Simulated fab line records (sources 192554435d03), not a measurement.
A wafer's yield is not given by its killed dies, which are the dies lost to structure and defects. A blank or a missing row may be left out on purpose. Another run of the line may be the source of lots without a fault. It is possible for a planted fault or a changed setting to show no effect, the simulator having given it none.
Split-lot trial ; flow n5-finfet ; 21 wafers read across 7 lots, on a route 1938 steps long

## SPLIT DETAILS
At N5_BEOL_M10_VIA_ETCH_34 (etches SiCOH lowk in C4F6/O2, target depth 184.5 nm, time 69.2 s), the setting source-w was moved away from the recipe's 345 W on 9 of the 21 wafers read, by -17.7% to +10.9%. This setting was run at the recipe's value on the other wafers.

The reading is taken at the split's own step.

## THE READING
rf-vpp-V, in V, at N5_BEOL_M10_VIA_ETCH_34 (etches SiCOH lowk in C4F6/O2, target depth 184.5 nm, time 69.2 s). Typical for fault-free wafers on this fab line: 659 V, with standard deviation 9.8 V.

wafer;tool, chamber at the split;source-w as run, W;against the recipe;rf-vpp-V, V;against lot-mates on the recipe
L074.2;rie-diel-05, 3;382.7;+10.9%;611;-44
L074.5;rie-diel-05, 3;382.7;+10.9%;610;-45
L074.6;rie-diel-05, 1;345;recipe;655;-
L076.2;rie-diel-05, 1;345;recipe;652;-
L076.3;rie-diel-05, 0;380.1;+10.2%;632;-26
L076.5;rie-diel-05, 0;345;recipe;664;-
L078.1;rie-diel-05, 1;381.9;+10.7%;621;-41
L078.2;rie-diel-05, 2;345;recipe;662;-
L078.6;rie-diel-05, 1;381.9;+10.7%;622;-40
L085.4;rie-diel-05, 0;361.8;+4.9%;647;-12
L085.5;rie-diel-05, 3;345;recipe;655;-
L085.6;rie-diel-05, 2;345;recipe;662;-
L089.3;rie-diel-04, 1;286.2;-17.0%;734;+68
L089.4;rie-diel-04, 3;286.2;-17.0%;729;+63
L089.5;rie-diel-04, 1;345;recipe;666;-
L092.3;rie-diel-04, 1;345;recipe;665;-
L092.4;rie-diel-04, 3;345;recipe;663;-
L092.6;rie-diel-04, 1;345;recipe;665;-
L094.1;rie-diel-05, 2;345;recipe;663;-
L094.2;rie-diel-05, 3;283.9;-17.7%;722;+64
L094.6;rie-diel-05, 1;345;recipe;653;-

THE FIT
A straight line over all 21 wafers: rf-vpp-V changes by -3.89 V for each +1% of source-w; r = -0.99; the points scatter about the line by 6 V.
The same after taking each lot's own level away (the mean of its wafers on the recipe; 21 wafers): -3.71 V for each +1%; r = -0.99; scatter 4.5 V.
According to that fit, moving source-w by its largest amount changes the reading by 66 V.
Measured against the standard deviation above, the lots' own levels, which go from 655.0 to 666.0 V, span 1.1 times it.
The two slopes are in agreement: the lot-to-lot level therefore moves the slope only a little.
Check: with one of the wafers moved furthest among these (-17.7%) left out of the fit, the line predicts +67.1 V for it against its lot-mates. It came out at +64 V against them.
Tool readings at the split's step, against how far the setting was moved: rf-vpp-V r = -0.99.

## THESE WAFERS: OTHER SPLITS
Other splits were also applied to these wafers ahead of the reading. Each is held against what the fit with the lots' levels taken away leaves over:
other split on the same wafers;wafers away from the commonest value;r with rf-vpp-V (lot level and that fit taken away)
N5_BEOL_M9_ALD_74 ald-cycles;8;+0.16

## THE WHOLE CHAIN: every reading that the file lists as answering this split, in the file's order
step;what it does;reading;change (the file's fit);r (the file's)
N5_BEOL_M10_VIA_ETCH_34;etches SiCOH lowk in C4F6/O2, target depth 184.5 nm, time 69.2 s;rf-vpp-V;-3.6 V for each +1% of the setting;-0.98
N5_BEOL_M10_VIA_ETCH_34;etches SiCOH lowk in C4F6/O2, target depth 184.5 nm, time 69.2 s;etch.depth-nm (the simulator's own value, which no gauge read);+0.732 nm for each +1% of the setting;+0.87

## THE FILE'S OWN FIT
rf-vpp-V changes by -3.6 V for each +1% of source-w, r = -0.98.
